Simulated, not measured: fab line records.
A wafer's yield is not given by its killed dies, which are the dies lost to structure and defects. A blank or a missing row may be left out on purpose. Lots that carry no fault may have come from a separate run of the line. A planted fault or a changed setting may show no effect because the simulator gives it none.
Chamber matching	flow nand_harc	NHARC_P_GATE_DESCUM_31 on rie_diel-05: 4 sister chambers
The step chemistry O2, time 3 s. 20 wafers are shown with their chamber, then 10 later ones without.

== WAFERS, EACH WITH ITS CHAMBER ==
wafer	chamber	showerhead_plenum_p_Torr (Torr)	oes_product_au (a.u.)	rf_vpp_V (V)
L075.2	2	1.94	0.991	58.4
L075.4	1	1.82	0.988	57.5
L075.5	0	1.94	1.003	57.3
L080.2	0	1.93	0.990	57.9
L080.3	1	1.82	0.995	58.0
L080.5	1	1.82	0.996	56.0
L082.2	2	1.94	0.991	58.1
L082.4	1	1.82	0.993	57.7
L082.5	3	1.93	1.018	58.3
L086.2	0	1.93	0.982	58.0
L086.5	2	1.94	0.994	59.0
L086.6	1	1.82	0.994	56.9
L088.1	1	1.82	1.003	57.1
L088.3	0	1.93	0.998	57.5
L088.6	2	1.94	0.995	57.4
L090.2	1	1.82	1.003	58.8
L090.3	2	1.94	0.991	57.5
L090.6	3	1.93	1.023	58.0
L093.1	2	1.94	0.993	57.5
L093.5	3	1.93	1.018	59.2

SIGNATURES (averages over the wafers above)
reading	chamber 0	chamber 1	chamber 2	chamber 3	scatter within a chamber
showerhead_plenum_p_Torr	1.9325	1.8200	1.9400	1.9300	0.00217
oes_product_au	0.99325	0.99600	0.99250	1.01967	0.00538
rf_vpp_V	57.675	57.429	57.983	58.500	0.7
Rule: a wafer's distance from a chamber is the root of the sum, over the readings, of the square of ((its reading less the chamber's mean) divided by the reading's scatter). The wafer belongs to the nearest chamber; if the next one is less than 2 further off, it can't be placed. How the scatter is found: for the shown wafers, subtract from each reading the mean of its chamber, square and add these, divide the total by (wafers less chambers), then take the root.

== WAFERS MISSING THEIR CHAMBER ==
wafer	showerhead_plenum_p_Torr (Torr)	oes_product_au (a.u.)	rf_vpp_V (V)
L093.6	1.94	0.993	59.4
L094.1	1.93	1.027	57.4
L094.2	1.82	1.002	57.2
L094.5	1.94	1.001	57.7
L096.1	1.81	1.013	55.3
L096.5	1.93	0.990	58.9
L096.6	1.81	1.002	56.7
L096.2	1.93	1.005	57.5
L096.3	1.93	1.013	58.5
L096.4	1.93	0.989	57.7

== THE CHAMBER EACH PASSED THROUGH ==
wafer	from the rows above	in truth
L093.6	2	2
L094.1	3	3
L094.2	1	1
L094.5	2	2
L096.1	1	1
L096.5	0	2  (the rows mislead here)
L096.6	1	1
L096.2	can't be placed: 0 or 3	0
L096.3	3	3
L096.4	0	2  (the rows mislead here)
7 of 10 placed correctly. From these rows, 1 cannot be placed; in 1 the true chamber is one of the candidates. Wrongly placed: 2.
